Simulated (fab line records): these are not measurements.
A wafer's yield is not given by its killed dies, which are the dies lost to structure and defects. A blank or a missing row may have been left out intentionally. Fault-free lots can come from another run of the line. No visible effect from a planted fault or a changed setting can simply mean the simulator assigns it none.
Chamber matching ; flow n5-finfet ; N5_GATE_CUT_CMP_43 on cmp-01 has 4 sister chambers
The step polishes SiO2. 4 wafers are shown with their chamber, then 11 later ones without.

== WAFERS, EACH WITH ITS CHAMBER ==
wafer;chamber;motor-current-A (A)
L081.3;3;13.1
L081.6;1;13.4
L085.5;0;11.1
L087.1;2;11.3

== WAFERS WHOSE CHAMBER IS MISSING ==
wafer;motor-current-A (A)
L087.5;11.9
L087.6;12.8
L091.2;11.1
L091.3;11.1
L091.5;11.3
L095.1;13.1
L095.5;12.0
L095.6;12.9
L097.3;12.9
L097.4;11.7
L097.6;11.9

== EACH ONE'S CHAMBER ==
wafer;from the rows above;in truth
L087.5;can't be placed: 2 or 0 or 3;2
L087.6;can't be placed: 3 or 1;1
L091.2;can't be placed: 0 or 2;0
L091.3;can't be placed: 0 or 2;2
L091.5;can't be placed: 2 or 0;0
L095.1;can't be placed: 3 or 1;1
L095.5;can't be placed: 2 or 0 or 3 or 1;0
L095.6;can't be placed: 3 or 1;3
L097.3;can't be placed: 3 or 1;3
L097.4;can't be placed: 2 or 0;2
L097.6;can't be placed: 2 or 0 or 3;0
0 of 11 placed correctly. From these rows, 11 cannot be placed; in 11 the true chamber is one of the candidates. Number placed wrongly: 0.
How it was worked out, from the rows above alone: a wafer's distance from a chamber is the root of the sum, over the readings, of the square of ((its reading less the chamber's mean) divided by the reading's scatter). The wafer belongs to the nearest chamber; if the next one is less than 2 further off, it can't be placed. For every chamber, the mean is computed from those of its wafers that are shown. The scatter (one wafer shown for each chamber): square how far every hidden wafer sits from the nearest shown wafer, average those squares and take the square root.
